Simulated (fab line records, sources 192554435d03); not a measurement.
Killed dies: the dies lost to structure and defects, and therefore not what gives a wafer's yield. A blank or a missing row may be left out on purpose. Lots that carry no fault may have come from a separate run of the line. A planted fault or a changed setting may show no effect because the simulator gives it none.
fab line records	flow n5_finfet
record lots=24	wafers=72	last_day=17
route steps=1938 shown BEOL_M11@1597 BEOL_M12@1617
lots with no fault: from the same line, run without faults
start_h: the number of hours between the record's first day and the start of the first shown wafer of the lot	wait_h: hours since the lot's step before	" identical to the entry in the row above	L1.1+2: a row that stands for several wafers	- no value, or no start given	* or withheld: withheld	< > ~ a bound
route shown NAME@n: names a module that has steps shown in the file, with the first one's number in the route	usual: average and standard deviation across the fault-free wafers	same: alike in all rows	chamber/n: place in a boat	sites: per-site readings	_std_site: the values' standard deviation	_edge_site: mean of outer sites minus mean of inner sites	radius_mm: for every site, how far away it sits from the centre of the wafer	mask NAME#n: copy n	behind: the tool/chamber that last shaped the wafer	hold: reason for holding the lot/hours on hold/outcome of the hold	device: the n, p or np transistor that did not switch	end of line: the route-end tests of the same wafers	where a step has no rows: the recipe by itself	killed: count of dies lost to structure and defects at first sort (not the wafer's yield)	map: shows each die of a wafer: x if killed, . if not, _ if none is there
set.NAME: the setting that was run; set.NAME@STEP: the one run at that earlier step	model.NAME: the simulator's own value behind a step, which no gauge read
a sample of lots followed through the steps of the route, with each step as a table and each wafer as a row
services: from which hour (start_h, from the record's first day; less than 0 if before it) a tool's chamber was out of use, for how many hours, and why
## steps
# step N5_BEOL_M11_THK_MEAS_53
# recipe thk_meas_gauge=xrf	reads=Cu_of_BEOL_M11_ECD_50
# usual M11_THK=140/4.3
lot.wafer	tool	chamber	start_h	wait_h	M11_THK[nm]
L074.1	film_metro-01	-	220.94	-	147
L074.3	"	-	"	"	144
L074.5	"	-	"	"	142
L075.2	film_metro-02	-	228.64	-	144
L075.4	"	-	"	"	142
L075.6	"	-	"	"	138
L076.2	film_metro-02	-	234.48	-	142
L076.4	"	-	"	"	134
L076.6	"	-	"	"	140
L077.1	film_metro-02	-	244.86	-	143
L077.2	"	-	"	"	138
L077.6	"	-	"	"	144
L078.1	film_metro-02	-	248.03	-	141
L078.4	"	-	"	"	141
L078.6	"	-	"	"	145
L079.1	film_metro-01	-	260.46	-	135
L079.2	"	-	"	"	143
L079.3	"	-	"	"	144
L080.1	film_metro-01	-	268.04	-	132
L080.5	"	-	"	"	140
L080.6	"	-	"	"	141
L081.1	film_metro-01	-	274.82	-	137
L081.5	"	-	"	"	137
L081.6	"	-	"	"	136
L083.1	film_metro-02	-	281.46	-	132
L083.2	"	-	"	"	143
L083.5	"	-	"	"	135
L082.1	film_metro-01	-	282.02	-	140
L082.3	"	-	"	"	136
L082.5	"	-	"	"	134
L085.1	film_metro-02	-	288.67	-	141
L085.2	"	-	"	"	144
L085.6	"	-	"	"	135
L084.1	film_metro-01	-	292.78	-	142
L084.3	"	-	"	"	142
L084.4	"	-	"	"	139
L086.1	film_metro-02	-	306.08	-	143
L086.3	"	-	"	"	140
L086.5	"	-	"	"	142
L087.1	film_metro-02	-	308.08	-	140
L087.2	"	-	"	"	139
L087.3	"	-	"	"	142
L088.3	film_metro-02	-	308.21	-	142
L088.5	"	-	"	"	139
L088.6	"	-	"	"	140
L089.1	film_metro-01	-	311.61	-	138
L089.2	"	-	"	"	141
L089.5	"	-	"	"	136
L090.2	film_metro-02	-	324.20	-	139
L090.4	"	-	"	"	139
L090.6	"	-	"	"	131
L091.1	film_metro-02	-	327.38	-	144
L091.2	"	-	"	"	138
L091.6	"	-	"	"	139
L092.1	film_metro-02	-	331.65	-	139
L092.2	"	-	"	"	131
L092.3	"	-	"	"	149
L095.1	film_metro-02	-	353.29	-	141
L095.3	"	-	"	"	146
L095.6	"	-	"	"	141
L094.2	film_metro-02	-	354.53	-	143
L094.3	"	-	"	"	151
L094.5	"	-	"	"	141
L093.1	film_metro-01	-	357.93	-	150
L093.2	"	-	"	"	140
L093.3	"	-	"	"	144
L096.2	film_metro-01	-	370.22	-	141
L096.3	"	-	"	"	146
L096.6	"	-	"	"	142
L097.1	film_metro-01	-	370.96	-	141
L097.3	"	-	"	"	145
L097.6	"	-	"	"	146
# step N5_BEOL_M12_VIA_ETCH_16
# recipe chemistry=C4F8/O2/Ar	target=SiOC	pressure_mtorr=30	source_w=3000	bias_w=700	Ar_flow_sccm=400	C4F8_flow_sccm=15	O2_flow_sccm=8	he_inner_torr=15	he_outer_torr=30	target_depth_a=7248	time_s=withheld	ion_energy_ev=250	ends=cleared
# usual drypump_motor_current_A=5.7/0.43	oes_product_au=0.73/0.086	rf_vpp_V=666.4/2.6	showerhead_plenum_p_Torr=3.46/0.08	throttle_valve_pct=24.10/0.21
lot.wafer	tool	chamber	start_h	wait_h	drypump_motor_current_A	oes_product_au	rf_vpp_V	showerhead_plenum_p_Torr	throttle_valve_pct
L074.1	rie_diel-04	0	221.90	0.0	5.9	0.82	664.0	3.35	23.95
L074.3	"	3	"	"	5.4	0.83	663.3	3.38	24.15
L074.5	"	0	"	"	5.9	0.81	663.2	3.35	23.96
L075.2	rie_diel-05	2	229.64	0.0	6.3	0.73	670.4	3.60	24.30
L075.4	"	0	"	"	6.0	0.66	668.2	3.50	23.90
L075.6	"	1	"	"	5.2	0.88	668.1	3.50	24.07
L076.2	rie_diel-06	2	235.40	0.0	6.1	0.66	669.4	3.54	23.74
L076.4	"	0	"	"	5.8	0.68	664.3	3.43	24.08
L076.6	"	1	"	"	6.1	0.61	663.7	3.39	24.29
L077.1	rie_diel-04	2	249.20	0.0	4.8	0.86	668.4	3.49	24.21
L077.2	"	0	"	"	5.9	0.80	662.5	3.34	23.96
L077.6	"	0	"	"	6.0	0.80	663.9	3.34	23.97
L078.1	rie_diel-04	2	250.63	0.0	4.8	0.87	668.1	3.49	24.20
L078.4	"	3	"	"	5.4	0.81	663.2	3.37	24.17
L078.6	"	0	"	"	5.9	0.80	665.4	3.34	23.96
L079.1	rie_diel-06	0	261.38	0.0	5.7	0.66	665.3	3.43	24.07
L079.2	"	1	"	"	6.2	0.60	664.2	3.38	24.29
L079.3	"	2	"	"	6.1	0.65	668.7	3.53	23.75
L080.1	rie_diel-04	3	268.84	0.0	5.4	0.80	663.2	3.37	24.18
L080.5	"	1	"	"	5.1	0.88	666.9	3.49	24.35
L080.6	"	0	"	"	5.9	0.79	662.5	3.34	23.98
L081.1	rie_diel-05	2	276.12	0.0	6.3	0.71	669.9	3.59	24.33
L081.5	"	3	"	"	5.6	0.77	670.7	3.57	23.87
L081.6	"	2	"	"	6.3	0.70	671.4	3.59	24.32
L083.1	rie_diel-04	0	282.38	0.0	5.9	0.79	664.2	3.33	23.96
L083.2	"	1	"	"	5.1	0.85	667.8	3.49	24.36
L083.5	"	1	"	"	5.1	0.87	667.8	3.49	24.35
L082.1	rie_diel-05	1	282.82	0.0	5.2	0.82	666.5	3.49	24.08
L082.3	"	2	"	"	6.3	0.70	669.9	3.59	24.30
L082.5	"	0	"	"	6.1	0.64	669.0	3.49	23.91
L085.1	rie_diel-06	1	289.52	0.0	6.2	0.88	664.3	3.38	23.95
L085.2	"	3	"	"	5.8	0.64	666.2	3.40	24.54
L085.6	"	1	"	"	6.1	0.88	665.1	3.38	23.97
L084.1	rie_diel-05	0	293.57	0.0	6.1	0.64	667.5	3.49	23.94
L084.3	"	3	"	"	5.6	0.77	672.0	3.56	23.87
L084.4	"	2	"	"	6.3	0.70	669.9	3.59	24.33
L086.1	rie_diel-06	0	307.00	0.0	5.7	0.66	665.7	3.42	24.09
L086.3	"	1	"	"	6.1	0.87	664.8	3.38	23.98
L086.5	"	0	"	"	5.7	0.65	664.7	3.42	24.10
L087.1	rie_diel-05	2	308.93	0.0	6.3	0.70	669.3	3.59	24.33
L087.2	"	0	"	"	6.1	0.64	667.9	3.49	23.93
L087.3	"	3	"	"	5.6	0.75	671.0	3.56	23.89
L088.3	rie_diel-06	1	309.16	0.0	6.1	0.86	663.5	3.38	23.98
L088.5	"	0	"	"	5.7	0.65	664.1	3.42	24.09
L088.6	"	3	"	"	5.8	0.63	663.3	3.40	24.53
L089.1	rie_diel-06	3	312.53	0.0	5.8	0.63	664.7	3.40	24.54
L089.2	"	1	"	"	6.2	0.85	663.7	3.38	23.98
L089.5	"	3	"	"	5.8	0.64	663.7	3.40	24.54
L090.2	rie_diel-05	0	326.16	0.0	6.0	0.63	667.4	3.49	23.97
L090.4	"	1	"	"	5.2	0.81	665.1	3.48	24.10
L090.6	"	2	"	"	6.3	0.69	669.5	3.58	24.34
L091.1	rie_diel-04	0	328.30	0.0	6.0	0.76	663.4	3.32	24.00
L091.2	"	3	"	"	5.4	0.76	664.0	3.36	24.20
L091.6	"	0	"	"	5.9	0.75	663.2	3.32	24.00
L092.1	rie_diel-06	1	332.45	0.0	6.2	0.84	664.4	3.37	23.98
L092.2	"	3	"	"	5.8	0.63	663.4	3.39	24.54
L092.3	"	0	"	"	5.7	0.65	664.8	3.41	24.12
L095.1	rie_diel-04	2	354.14	0.0	4.8	0.79	666.0	3.47	24.24
L095.3	"	3	"	"	5.4	0.75	663.2	3.35	24.21
L095.6	"	3	"	"	5.4	0.76	662.7	3.35	24.19
L094.2	rie_diel-05	3	355.32	0.0	5.6	0.72	670.4	3.55	23.90
L094.3	"	1	"	"	5.2	0.78	668.7	3.47	24.11
L094.5	"	3	"	"	5.6	0.72	671.2	3.55	23.91
L093.1	rie_diel-06	1	358.85	0.0	6.2	0.82	663.3	3.37	23.99
L093.2	"	0	"	"	5.7	0.64	664.1	3.41	24.12
L093.3	"	2	"	"	6.1	0.63	668.4	3.51	23.81
L096.2	rie_diel-06	0	371.02	0.0	5.7	0.63	666.1	3.40	24.12
L096.3	"	1	"	"	6.2	0.82	662.3	3.37	24.00
L096.6	"	2	"	"	6.1	0.62	667.0	3.51	23.80
L097.1	rie_diel-05	2	371.77	0.0	6.3	0.68	669.5	3.58	24.34
L097.3	"	3	"	"	5.6	0.72	669.5	3.55	23.91
L097.6	"	2	"	"	6.4	0.68	667.5	3.58	24.36
# step N5_BEOL_M12_CD_MEAS_28
# recipe target_cd_nm=160.2	landing_energy_ev=500	detector=se_inlens	polarity=opening
# usual cd_nm=160.1/2.2
lot.wafer	tool	chamber	start_h	wait_h	cd_nm
L074.1	cd_sem-01	0	222.76	-	158.2
L074.3	"	0	"	"	161.0
L074.5	"	0	"	"	162.8
L075.2	cd_sem-02	0	230.51	-	159.9
L075.4	"	0	"	"	161.8
L075.6	"	0	"	"	158.3
L076.2	cd_sem-03	0	236.27	-	163.4
L076.4	"	0	"	"	163.3
L076.6	"	0	"	"	162.9
L077.1	cd_sem-03	0	249.94	-	163.2
L077.2	"	0	"	"	162.1
L077.6	"	0	"	"	162.2
L078.1	cd_sem-02	0	251.49	-	158.0
L078.4	"	0	"	"	163.5
L078.6	"	0	"	"	161.0
L079.1	cd_sem-02	0	262.24	-	160.4
L079.2	"	0	"	"	162.7
L079.3	"	0	"	"	162.5
L080.1	cd_sem-02	0	269.70	-	159.4
L080.5	"	0	"	"	160.4
L080.6	"	0	"	"	157.4
L081.1	cd_sem-03	0	277.26	-	157.5
L081.5	"	0	"	"	162.1
L081.6	"	0	"	"	160.6
L083.1	cd_sem-03	0	283.51	-	155.8
L083.2	"	0	"	"	162.6
L083.5	"	0	"	"	158.9
L082.1	cd_sem-01	0	283.87	-	164.2
L082.3	"	0	"	"	159.6
L082.5	"	0	"	"	161.7
L085.1	cd_sem-02	0	290.28	-	159.4
L085.2	"	0	"	"	159.5
L085.6	"	0	"	"	155.8
L084.1	cd_sem-03	0	294.43	-	158.9
L084.3	"	0	"	"	160.9
L084.4	"	0	"	"	160.1
L086.1	cd_sem-03	0	307.86	-	160.0
L086.3	"	0	"	"	157.7
L086.5	"	0	"	"	155.2
L087.1	cd_sem-01	0	309.66	-	160.9
L087.2	"	0	"	"	161.4
L087.3	"	0	"	"	162.8
L088.3	cd_sem-03	0	310.03	-	156.3
L088.5	"	0	"	"	159.9
L088.6	"	0	"	"	159.5
L089.1	cd_sem-01	0	313.27	-	158.0
L089.2	"	0	"	"	157.6
L089.5	"	0	"	"	161.5
L090.2	cd_sem-03	0	326.97	-	159.7
L090.4	"	0	"	"	163.1
L090.6	"	0	"	"	157.8
L091.1	cd_sem-03	0	329.16	-	156.2
L091.2	"	0	"	"	159.5
L091.6	"	0	"	"	159.7
L092.1	cd_sem-01	0	333.31	-	161.7
L092.2	"	0	"	"	160.5
L092.3	"	0	"	"	160.6
L095.1	cd_sem-03	0	354.88	-	160.2
L095.3	"	0	"	"	162.3
L095.6	"	0	"	"	159.7
L094.2	cd_sem-01	0	356.19	-	161.7
L094.3	"	0	"	"	161.8
L094.5	"	0	"	"	157.8
L093.1	cd_sem-03	0	359.71	-	161.9
L093.2	"	0	"	"	162.7
L093.3	"	0	"	"	162.5
L096.2	cd_sem-03	0	371.76	-	160.4
L096.3	"	0	"	"	160.7
L096.6	"	0	"	"	159.7
L097.1	cd_sem-03	0	372.51	-	161.2
L097.3	"	0	"	"	162.9
L097.6	"	0	"	"	162.6
# step N5_BEOL_M12_ETCH_67
# recipe chemistry=CF4	target=SiARC	target_depth_a=1430	time_s=238.3	ion_energy_ev=80	pressure_mtorr=40	source_w=545	bias_w=36	Ar_flow_sccm=100	cf4_flow_sccm=100	ends=cleared
# usual drypump_motor_current_A=5.7/0.44	etch_rf_on_time_s=237/9.3	oes_product_au=0.70/0.081	rf_vpp_V=184.4/1.1	showerhead_plenum_p_Torr=2.17/0.054	throttle_valve_pct=15.53/0.2
lot.wafer	tool	chamber	start_h	wait_h	drypump_motor_current_A	etch_rf_on_time_s	oes_product_au	rf_hours_counter_h	rf_vpp_V	showerhead_plenum_p_Torr	throttle_valve_pct
L074.1	rie_diel-04	3	222.88	0.0	5.4	239	0.77	19	183.0	2.10	15.36
L074.3	"	0	"	"	5.9	230	0.78	31	185.3	2.09	15.26
L074.5	"	3	"	"	5.4	240	0.77	-	182.2	2.10	15.34
L075.2	rie_diel-04	1	230.63	0.0	5.1	237	0.59	251	183.7	2.19	16.04
L075.4	"	0	"	"	5.9	229	0.78	-	183.5	2.09	15.27
L075.6	"	3	"	"	5.4	243	0.76	-	185.1	2.10	15.33
L076.2	rie_diel-06	3	236.39	0.0	5.8	228	0.62	213	184.0	2.14	15.92
L076.4	"	0	"	"	5.7	249	0.63	151	185.1	2.15	15.50
L076.6	"	3	"	"	5.8	227	0.63	-	184.3	2.13	15.91
L077.1	rie_diel-06	0	251.11	0.0	5.7	256	0.61	156	184.7	2.15	15.52
L077.2	"	1	"	"	6.1	261	0.55	251	183.5	2.12	15.76
L077.6	"	2	"	"	6.1	234	0.63	-	184.9	2.21	15.24
L078.1	rie_diel-05	1	252.62	0.0	5.2	231	0.81	20	185.3	2.19	15.45
L078.4	"	2	"	"	6.3	228	0.69	124	185.7	2.25	15.64
L078.6	"	2	"	"	6.3	230	0.69	-	185.6	2.25	15.64
L079.1	rie_diel-04	2	263.81	0.0	4.8	251	0.79	9	183.9	2.19	15.50
L079.2	"	3	"	"	5.4	239	0.75	36	183.2	2.09	15.37
L079.3	"	1	"	"	5.1	226	0.87	3	183.9	2.19	15.59
L080.1	rie_diel-05	3	269.83	0.0	5.6	232	0.75	42	185.1	2.26	15.39
L080.5	"	3	"	"	5.6	236	0.74	-	185.4	2.26	15.40
L080.6	"	0	"	"	6.0	237	0.62	-	184.5	2.21	15.60
L081.1	rie_diel-05	0	277.59	0.0	6.1	237	0.62	225	184.7	2.21	15.63
L081.5	"	3	"	"	5.6	231	0.74	-	185.3	2.26	15.41
L081.6	"	0	"	"	6.0	234	0.62	-	183.9	2.21	15.64
L083.1	rie_diel-04	1	283.64	0.0	5.1	228	0.82	11	184.7	2.19	15.60
L083.2	"	2	"	"	4.8	255	0.76	17	186.8	2.18	15.53
L083.5	"	2	"	"	4.8	255	0.77	-	185.9	2.18	15.51
L082.1	rie_diel-06	3	283.99	0.0	5.7	228	0.62	227	184.1	2.13	15.94
L082.3	"	1	"	"	6.1	252	0.83	2	183.9	2.12	15.27
L082.5	"	1	"	"	6.1	248	0.82	-	183.5	2.12	15.28
L085.1	rie_diel-06	0	290.45	0.0	5.7	248	0.61	174	183.8	2.14	15.53
L085.2	"	1	"	"	6.1	244	0.82	5	183.0	2.12	15.30
L085.6	"	3	"	"	5.8	227	0.62	-	182.9	2.13	15.94
L084.1	rie_diel-04	3	294.60	0.0	5.4	242	0.72	48	184.4	2.09	15.40
L084.3	"	0	"	"	5.9	228	0.74	61	184.1	2.08	15.33
L084.4	"	2	"	"	4.8	252	0.76	21	185.3	2.18	15.52
L086.1	rie_diel-04	0	307.99	0.0	5.9	227	0.73	65	185.0	2.08	15.34
L086.3	"	2	"	"	4.8	251	0.77	25	183.7	2.18	15.53
L086.5	"	2	"	"	4.8	251	0.76	-	185.1	2.18	15.55
L087.1	rie_diel-06	2	309.78	0.0	6.1	232	0.62	215	184.7	2.20	15.31
L087.2	"	0	"	"	5.7	252	0.60	180	184.6	2.14	15.57
L087.3	"	1	"	"	6.1	248	0.80	12	183.6	2.12	15.29
L088.3	rie_diel-04	1	310.15	0.0	5.1	225	0.81	20	184.9	2.18	15.63
L088.5	"	1	"	"	5.1	226	0.81	-	184.5	2.18	15.61
L088.6	"	2	"	"	4.8	250	0.75	-	183.7	2.18	15.54
L089.1	rie_diel-05	2	313.42	0.0	6.3	227	0.67	146	185.2	2.25	15.67
L089.2	"	0	"	"	6.0	235	0.62	238	183.7	2.21	15.64
L089.5	"	3	"	"	5.6	233	0.72	-	185.2	2.25	15.42
L090.2	rie_diel-05	0	327.38	0.0	6.1	239	0.60	245	184.9	2.20	15.65
L090.4	"	3	"	"	5.6	235	0.71	66	185.6	2.25	15.45
L090.6	"	0	"	"	6.0	238	0.61	-	184.1	2.20	15.68
L091.1	rie_diel-06	1	329.29	0.0	6.1	245	0.78	19	183.9	2.11	15.32
L091.2	"	2	"	"	6.1	230	0.62	223	185.2	2.19	15.32
L091.6	"	1	"	"	6.1	249	0.77	-	185.3	2.11	15.30
L092.1	rie_diel-05	1	333.43	0.0	5.2	230	0.77	47	185.4	2.19	15.51
L092.2	"	3	"	"	5.6	230	0.72	67	185.5	2.25	15.44
L092.3	"	2	"	"	6.3	229	0.66	153	184.9	2.24	15.67
L095.1	rie_diel-06	1	355.00	0.0	6.1	252	0.76	28	182.3	2.11	15.34
L095.3	"	3	"	"	5.8	232	0.60	249	182.6	2.12	15.97
L095.6	"	1	"	"	6.2	252	0.76	-	184.9	2.11	15.33
L094.2	rie_diel-06	3	356.31	0.0	5.8	233	0.60	250	183.3	2.12	15.98
L094.3	"	0	"	"	5.7	252	0.60	195	183.2	2.13	15.59
L094.5	"	0	"	"	5.7	252	0.59	-	183.5	2.13	15.60
L093.1	rie_diel-05	1	359.84	0.0	5.2	237	0.75	59	184.8	2.18	15.53
L093.2	"	2	"	"	6.4	232	0.66	162	187.2	2.24	15.70
L093.3	"	3	"	"	5.6	239	0.69	79	186.8	2.25	15.48
L096.2	rie_diel-05	0	372.04	0.0	6.1	244	0.87	0	185.1	2.20	15.22
L096.3	"	2	"	"	6.3	231	0.66	167	184.5	2.24	15.71
L096.6	"	2	"	"	6.3	231	0.65	-	184.4	2.24	15.72
L097.1	rie_diel-05	1	372.63	0.0	5.2	234	0.75	65	183.4	2.18	15.53
L097.3	"	3	"	"	5.6	236	0.69	85	185.0	2.25	15.47
L097.6	"	2	"	"	6.3	232	0.65	-	184.6	2.24	15.73
# step N5_BEOL_M12_OCD_MEAS_35
# usual trench_depth_nm=318/5.5
lot.wafer	tool	chamber	start_h	wait_h	trench_depth_nm
L074.1	ocd-01	-	223.36	0.0	325
L074.3	"	-	"	"	319
L074.5	"	-	"	"	327
L075.2	ocd-01	-	231.11	0.0	307
L075.4	"	-	"	"	327
L075.6	"	-	"	"	331
L076.2	ocd-01	-	236.87	0.0	321
L076.4	"	-	"	"	312
L076.6	"	-	"	"	321
L077.1	ocd-02	-	251.59	0.0	310
L077.2	"	-	"	"	309
L077.6	"	-	"	"	316
L078.1	ocd-02	-	253.10	0.0	323
L078.4	"	-	"	"	318
L078.6	"	-	"	"	318
L079.1	ocd-01	-	264.30	0.0	310
L079.2	"	-	"	"	322
L079.3	"	-	"	"	322
L080.1	ocd-02	-	270.31	0.0	316
L080.5	"	-	"	"	317
L080.6	"	-	"	"	315
L081.1	ocd-02	-	278.08	0.0	312
L081.5	"	-	"	"	320
L081.6	"	-	"	"	315
L083.1	ocd-01	-	284.12	0.0	320
L083.2	"	-	"	"	312
L083.5	"	-	"	"	311
L082.1	ocd-02	-	284.48	0.0	321
L082.3	"	-	"	"	318
L082.5	"	-	"	"	318
L085.1	ocd-02	-	290.93	0.0	311
L085.2	"	-	"	"	314
L085.6	"	-	"	"	317
L084.1	ocd-01	-	295.08	0.0	320
L084.3	"	-	"	"	326
L084.4	"	-	"	"	314
L086.1	ocd-01	-	308.47	0.0	323
L086.3	"	-	"	"	308
L086.5	"	-	"	"	316
L087.1	ocd-02	-	310.26	0.0	317
L087.2	"	-	"	"	307
L087.3	"	-	"	"	317
L088.3	ocd-01	-	310.63	0.0	326
L088.5	"	-	"	"	324
L088.6	"	-	"	"	317
L089.1	ocd-01	-	313.90	0.0	318
L089.2	"	-	"	"	315
L089.5	"	-	"	"	317
L090.2	ocd-01	-	327.87	0.0	315
L090.4	"	-	"	"	319
L090.6	"	-	"	"	317
L091.1	ocd-01	-	329.77	0.0	319
L091.2	"	-	"	"	316
L091.6	"	-	"	"	320
L092.1	ocd-01	-	333.91	0.0	322
L092.2	"	-	"	"	317
L092.3	"	-	"	"	319
L095.1	ocd-02	-	355.49	0.0	315
L095.3	"	-	"	"	316
L095.6	"	-	"	"	317
L094.2	ocd-01	-	356.79	0.0	319
L094.3	"	-	"	"	314
L094.5	"	-	"	"	315
L093.1	ocd-01	-	360.33	0.0	323
L093.2	"	-	"	"	317
L093.3	"	-	"	"	315
L096.2	ocd-02	-	372.53	0.0	302
L096.3	"	-	"	"	319
L096.6	"	-	"	"	319
L097.1	ocd-01	-	373.11	0.0	319
L097.3	"	-	"	"	312
L097.6	"	-	"	"	316
# step N5_BEOL_M12_INSPECT_55
# recipe inspect_instrument=darkfield	mode=post_dep
# usual raw_defect_count=66/24
lot.wafer	tool	chamber	start_h	wait_h	raw_defect_count
L074.1	defect_inspect-02	-	225.24	0.0	40
L074.3	"	-	"	"	54
L074.5	"	-	"	"	51
L075.2	defect_inspect-01	-	234.27	0.0	73
L075.4	"	-	"	"	78
L075.6	"	-	"	"	92
L076.2	defect_inspect-02	-	242.11	0.0	60
L076.4	"	-	"	"	46
L076.6	"	-	"	"	30
L077.1	defect_inspect-02	-	253.27	0.0	52
L077.2	"	-	"	"	36
L077.6	"	-	"	"	49
L078.1	defect_inspect-01	-	260.60	0.0	96
L078.4	"	-	"	"	78
L078.6	"	-	"	"	122
L079.1	defect_inspect-02	-	268.00	0.0	54
L079.2	"	-	"	"	72
L079.3	"	-	"	"	55
L080.1	defect_inspect-01	-	271.87	0.0	50
L080.5	"	-	"	"	63
L080.6	"	-	"	"	75
L081.1	defect_inspect-01	-	281.34	0.0	62
L081.5	"	-	"	"	47
L081.6	"	-	"	"	47
L083.1	defect_inspect-02	-	288.11	0.0	77
L083.2	"	-	"	"	47
L083.5	"	-	"	"	49
L082.1	defect_inspect-02	-	289.01	0.0	65
L082.3	"	-	"	"	85
L082.5	"	-	"	"	69
L085.1	defect_inspect-02	-	293.15	0.0	76
L085.2	"	-	"	"	58
L085.6	"	-	"	"	69
L084.1	defect_inspect-02	-	297.60	0.0	144
L084.3	"	-	"	"	85
L084.4	"	-	"	"	103
L086.1	defect_inspect-01	-	312.37	0.0	80
L086.3	"	-	"	"	63
L086.5	"	-	"	"	57
L087.1	defect_inspect-02	-	312.86	0.0	72
L087.2	"	-	"	"	75
L087.3	"	-	"	"	78
L088.3	defect_inspect-01	-	313.24	0.0	49
L088.5	"	-	"	"	77
L088.6	"	-	"	"	60
L089.1	defect_inspect-02	-	315.46	0.0	42
L089.2	"	-	"	"	52
L089.5	"	-	"	"	93
L090.2	defect_inspect-02	-	330.88	0.0	63
L090.4	"	-	"	"	71
L090.6	"	-	"	"	71
L091.1	defect_inspect-01	-	332.26	0.0	81
L091.2	"	-	"	"	49
L091.6	"	-	"	"	96
L092.1	defect_inspect-02	-	336.92	0.0	67
L092.2	"	-	"	"	50
L092.3	"	-	"	"	74
L095.1	defect_inspect-01	-	357.84	0.0	74
L095.3	"	-	"	"	83
L095.6	"	-	"	"	46
L094.2	defect_inspect-02	-	360.71	0.0	58
L094.3	"	-	"	"	81
L094.5	"	-	"	"	79
L093.1	defect_inspect-01	-	366.02	0.0	40
L093.2	"	-	"	"	31
L093.3	"	-	"	"	46
L096.2	defect_inspect-01	-	374.45	0.0	67
L096.3	"	-	"	"	35
L096.6	"	-	"	"	52
L097.1	defect_inspect-01	-	377.95	0.0	91
L097.3	"	-	"	"	39
L097.6	"	-	"	"	33
## services
tool	chamber	start_h	hours	kind
rie_diel-06	0	207.22	4.4	repair
rie_diel-04	2	217.90	5.7	repair
rie_diel-04	2	223.62	-	clean
rie_diel-04	2	223.62	-	consumable_replace:focus_ring
rie_diel-04	2	223.62	14.5	scheduled_down
rie_diel-04	2	223.62	14.5	vent_cycle
rie_diel-05	0	230.90	5.1	repair
rie_diel-04	1	238.23	-	clean
rie_diel-04	1	238.23	-	consumable_replace:focus_ring
rie_diel-06	3	245.02	16.7	repair
rie_diel-06	1	261.75	-	clean
rie_diel-06	1	261.75	-	consumable_replace:focus_ring
rie_diel-06	1	261.75	17.4	scheduled_down
rie_diel-06	1	261.75	17.4	vent_cycle
rie_diel-06	2	302.78	3.3	repair
rie_diel-04	3	307.04	5.2	repair
rie_diel-04	1	324.53	5.2	repair
rie_diel-05	2	336.31	4.8	repair
rie_diel-05	0	341.11	-	clean
rie_diel-05	0	341.11	-	consumable_replace:focus_ring
rie_diel-05	0	341.11	30.5	scheduled_down
rie_diel-05	0	341.11	30.5	vent_cycle
rie_diel-06	3	356.76	-	clean
rie_diel-06	3	356.76	-	consumable_replace:focus_ring
## key
fault none
